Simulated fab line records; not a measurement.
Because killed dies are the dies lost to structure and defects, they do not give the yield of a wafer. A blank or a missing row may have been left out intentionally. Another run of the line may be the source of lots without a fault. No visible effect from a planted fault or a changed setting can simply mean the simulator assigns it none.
Which tool did it? | flow nand_harc | 36 wafers from 12 lots sampled at 4 of the route's 1159 steps

## WHAT THE GAUGES READ, wafer by wafer
NHARC_A_BONDPAD_CD_MEAS_09: the cd target is 500 nm.
lot  | measured     | on        | cd_nm (nm)
L077 | day 18 07:16 | cd_sem-03 | 499.1 499.2 497.2
L076 | day 18 11:12 | cd_sem-03 | 498.9 501.4 499.4
L080 | day 19 07:23 | cd_sem-01 | 502.8 500.4 503.0
L081 | day 20 02:29 | cd_sem-02 | 499.2 501.9 500.7
L084 | day 20 06:58 | cd_sem-01 | 499.5 501.3 502.5
L087 | day 21 00:22 | cd_sem-03 | 502.7 502.5 501.9
L086 | day 21 04:39 | cd_sem-03 | 497.0 498.3 501.8
L090 | day 22 04:47 | cd_sem-03 | 498.3 496.9 498.4
L091 | day 22 11:05 | cd_sem-02 | 499.1 499.2 496.1
L094 | day 23 06:16 | cd_sem-03 | 499.6 498.8 498.2
L095 | day 23 18:38 | cd_sem-02 | 498.1 501.9 499.1
L097 | day 25 12:56 | cd_sem-03 | 497.7 495.0 499.5

## WHICH TOOL RAN EACH LOT (tool, then ch and the chambers of the sampled wafers, then the start)
lot  | NHARC_A_M0_DEGAS_28          | NHARC_A_M1_ETCH_28                            | NHARC_A_M1_CMP_23
L077 | pvd_sputter-03, day 17 22:34 | rie_diel-10 ch 2,3, day 18 05:03 or earlier   | cmp-03 ch 0,2,3, day 18 05:03
L076 | pvd_sputter-03, day 18 03:19 | rie_diel-08 ch 1,2,3, day 18 08:47 or earlier | cmp-03 ch 0,2,3, day 18 08:47
L080 | pvd_sputter-01, day 18 23:11 | rie_diel-10 ch 0,2,3, day 19 04:27 or earlier | cmp-03 ch 0,3, day 19 04:27
L081 | pvd_sputter-02, day 19 18:15 | rie_diel-08 ch 1,2,3, day 20 00:05 or earlier | cmp-02 ch 1,2, day 20 00:05
L084 | pvd_sputter-01, day 19 23:21 | rie_diel-08 ch 2,3, day 20 04:34 or earlier   | cmp-02 ch 2,3, day 20 04:34
L087 | pvd_sputter-01, day 20 15:55 | rie_diel-04 ch 0,1,3, day 20 21:13 or earlier | cmp-02 ch 0,1,3, day 20 21:13
L086 | pvd_sputter-02, day 20 20:26 | rie_diel-04 ch 2,3, day 21 02:14 or earlier   | cmp-03 ch 0,1, day 21 02:14
L090 | pvd_sputter-01, day 21 20:40 | rie_diel-08 ch 0,3, day 22 02:20 or earlier   | cmp-01 ch 0,2,3, day 22 02:20
L091 | pvd_sputter-02, day 22 03:23 | rie_diel-04 ch 0,3, day 22 08:43 or earlier   | cmp-01 ch 0,3, day 22 08:43
L094 | pvd_sputter-02, day 22 22:35 | rie_diel-08 ch 0,1,2, day 23 03:52 or earlier | cmp-03 ch 0,1,2, day 23 03:52
L095 | pvd_sputter-03, day 23 11:01 | rie_diel-10 ch 0,1,3, day 23 16:13 or earlier | cmp-01 ch 0,2,3, day 23 16:13
L097 | pvd_sputter-02, day 25 05:18 | rie_diel-10 ch 0,3, day 25 10:34 or earlier   | cmp-02 ch 0,1,3, day 25 10:34
- NHARC_A_M0_DEGAS_28: time 60 s.
- NHARC_A_M1_ETCH_28: etches the open film in CF4/N2, target depth 30 nm, time 72.99 s.
- NHARC_A_M1_CMP_23: polishes, t overpolish 20 s, target thk 154.34 nm.

## THE ANSWER, worked out from the rows above alone
Rule: the lots themselves supply what counts as usual. Put in order of their means at a reading, lots are off if they are a third of the lots or fewer, leave a main group of 4 or more, and stand apart from it by a gap of 3 or more times the standard deviation of the main group's means; of several such gaps the widest counts. A main group is skipped when, at the precision printed for the reading in the tables above, its means are all equal. Also off: a lot with no number at a reading for which 4 or more lots have one. Any other lot the step has rows for is counted as sound.
No lot is off at any reading shown: from this, nothing can be told.

## WHAT WAS PUT IN BY THE SIMULATOR
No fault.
